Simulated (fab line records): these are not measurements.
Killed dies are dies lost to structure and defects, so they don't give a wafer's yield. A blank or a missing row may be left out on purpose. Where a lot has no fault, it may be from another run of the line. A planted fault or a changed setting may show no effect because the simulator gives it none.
2 desks looking at one fault ; flow n5_finfet ; each desk holds nothing but its own numbers, with what lay behind them at the end

== METROLOGY DESK ==
Means of the sampled wafers that have a number, per lot and without regard to the tool the lot ran on: this is what the gauges read. Marked OUT: a lot whose mean sits more than 4 standard deviations from the usual mean, which makes it out of limits; the brackets give that distance.
Columns: A = M11_THK at N5_BEOL_M11_THK_MEAS_53, usual 138 nm; B = M11_RS at N5_BEOL_M11_RS_MEAS_57, usual 0.152 ohm/sq
lot;first seen here;A;B
L800;day 12 09:02;137;0.152
L803;day 13 00:52;136;0.154
L806;day 13 16:26;136;0.155
L814;day 15 11:16;141;0.150
L818;day 17 03:12;141;0.148
L822;day 18 05:50;140;0.149
Finding of this desk: none of the 6 lots has anything out of limits.

== DESK OF THE TOOL OWNER: pecvd-04 ==
The tool's own readings at N5_BEOL_M11_DEP_56 (deposits SiCN from 3MS/NH3, target thk 30 nm, time 10.5 s): means of the sampled wafers that have a number, for each lot that ran on this tool. Marked OUT: a lot whose mean sits more than 4 standard deviations from the usual mean, which makes it out of limits; the brackets give that distance.
Columns: A = showerhead_plenum_p_Torr at N5_BEOL_M11_DEP_56, usual 4.163 Torr; B = throttle_valve_pct at N5_BEOL_M11_DEP_56, usual 18.5 %
lot;first seen here;A;B
L800;day 12 09:06;4.182;19.0
L803;day 13 00:55;4.149;18.2
L806;day 13 16:30;4.167;18.5
L822;day 18 05:53;4.185;18.8
Finding of this desk: none of the 4 lots has anything out of limits.

== PUT TOGETHER ==
At the metrology desk, nothing out of limits was observed.
The desk of the tool owner found nothing out of limits.

== WHAT THE SIMULATOR PUT IN ==
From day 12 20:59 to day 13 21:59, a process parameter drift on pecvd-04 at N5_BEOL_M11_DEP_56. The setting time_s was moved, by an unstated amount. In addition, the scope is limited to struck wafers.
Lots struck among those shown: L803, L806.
